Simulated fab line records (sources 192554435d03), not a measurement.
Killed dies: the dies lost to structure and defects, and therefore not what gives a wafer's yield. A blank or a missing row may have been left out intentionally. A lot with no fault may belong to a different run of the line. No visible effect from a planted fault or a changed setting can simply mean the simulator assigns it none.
Lot-split experiment	flow n5 finfet	21 wafers read from 7 lots, route of 1938 steps

== THE SPLIT ITSELF ==
At N5_BEOL_M3_TRENCH_ETCH_37 (etches SiOC in C4F6/O2, target depth 55.555 nm, time 29.2 s), the setting time s was moved away from the recipe's 29.2 s on 5 of the 21 wafers read, by -14.7% to +10.4%. This setting was run at the recipe's value on the other wafers.

== FROM THE SPLIT TO THE READING: what the file shows between them, 2 steps ==
- N5_BEOL_M3_ETCH_41: etches SiCN in CH3F/O2, target depth 29.9 nm, time 52.5 s
- N5_BEOL_M3_STRIP_97: strips in N2/H2, time 10 s

== THE READING ==
trench depth nm, in nm, at N5_BEOL_M3_OCD_MEAS_38. Fault-free wafers of this fab line usually give 55.2 nm, standard deviation 1.1 nm.

wafer	tool, chamber at the split	time s as run, s	against the recipe	trench depth nm, nm	against lot-mates on the recipe
L075.1	rie diel-01, 2	29.2	recipe	54.0	-
L075.2	rie diel-01, 1	29.2	recipe	56.2	-
L075.3	rie diel-01, 0	29.2	recipe	56.0	-
L076.4	rie diel-05, 1	29.2	recipe	54.1	-
L076.5	rie diel-05, 3	29.2	recipe	54.0	-
L076.6	rie diel-05, 2	29.2	recipe	55.2	-
L077.1	rie diel-01, 2	29.2	recipe	55.4	-
L077.3	rie diel-01, 3	29.2	recipe	54.2	-
L077.6	rie diel-01, 0	31.85	+9.1%	60.7	+5.9
L080.1	rie diel-01, 1	29.2	recipe	56.8	-
L080.2	rie diel-01, 0	29.2	recipe	56.2	-
L080.5	rie diel-01, 0	24.9	-14.7%	47.5	-9.0
L082.3	rie diel-01, 3	29.2	recipe	54.7	-
L082.4	rie diel-01, 2	29.2	recipe	54.5	-
L082.6	rie diel-01, 0	29.2	recipe	55.6	-
L087.1	rie diel-01, 3	32.23	+10.4%	59.2	+2.4
L087.4	rie diel-01, 1	32.23	+10.4%	62.3	+5.5
L087.5	rie diel-01, 1	29.2	recipe	56.8	-
L095.1	rie diel-01, 1	29.2	recipe	57.4	-
L095.3	rie diel-01, 3	29.2	recipe	55.0	-
L095.6	rie diel-01, 0	31.68	+8.5%	59.8	+3.6

FIT RESULTS
A straight line over all 21 wafers: trench depth nm changes by +0.534 nm for each +1% of time s; r = +0.93; the points scatter about the line by 1.1 nm.
The same after taking each lot's own level away (the mean of its wafers on the recipe; 21 wafers): +0.516 nm for each +1%; r = +0.94; scatter 1 nm.
The reading moves by 7.6 nm for the largest change in time s, on that fit.
Measured against the standard deviation above, the lots' own levels, which go from 54.43 to 56.80 nm, span 2.2 times it.
Hence the lot-to-lot level has little effect on the slope; both slopes agree.
Check: with one of the wafers moved furthest among these (-14.7%) left out of the fit, the line predicts -6.58 nm for it against its lot-mates. Against them it came out at -9 nm.

== OTHER SPLITS APPLIED TO THESE WAFERS ==
Other splits were also applied to these wafers ahead of the reading. Each is held against what the fit with the lots' levels taken away leaves over:
other split on the same wafers	wafers away from the commonest value	r with trench depth nm (lot level and that fit taken away)
N5_BEOL_M1_ETCH_64 bias w	5	+0.23
N5_BEOL_M2_EXPOSE_08 dose mj	11	-0.05
N5_BEOL_M2_ETCH_64 time s	9	-0.28

== THE WHOLE CHAIN: every reading that the file lists as answering this split, in the file's order ==
step	what it does	reading	change (the file's fit)	r (the file's)
N5_BEOL_M3_TRENCH_ETCH_37	etches SiOC in C4F6/O2, target depth 55.555 nm, time 29.2 s	etch.depth nm (the simulator's own value, which no gauge read)	+0.547 nm for each +1% of the setting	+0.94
N5_BEOL_M3_TRENCH_ETCH_37	etches SiOC in C4F6/O2, target depth 55.555 nm, time 29.2 s	BEOL_M3.feature depth nm (the simulator's own value, which no gauge read)	+0.554 nm for each +1% of the setting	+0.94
N5_BEOL_M3_OCD_MEAS_38		trench depth nm	+0.539 nm for each +1% of the setting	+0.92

== FILE'S OWN FIT ==
trench depth nm changes by +0.539 nm for each +1% of time s, r = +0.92.
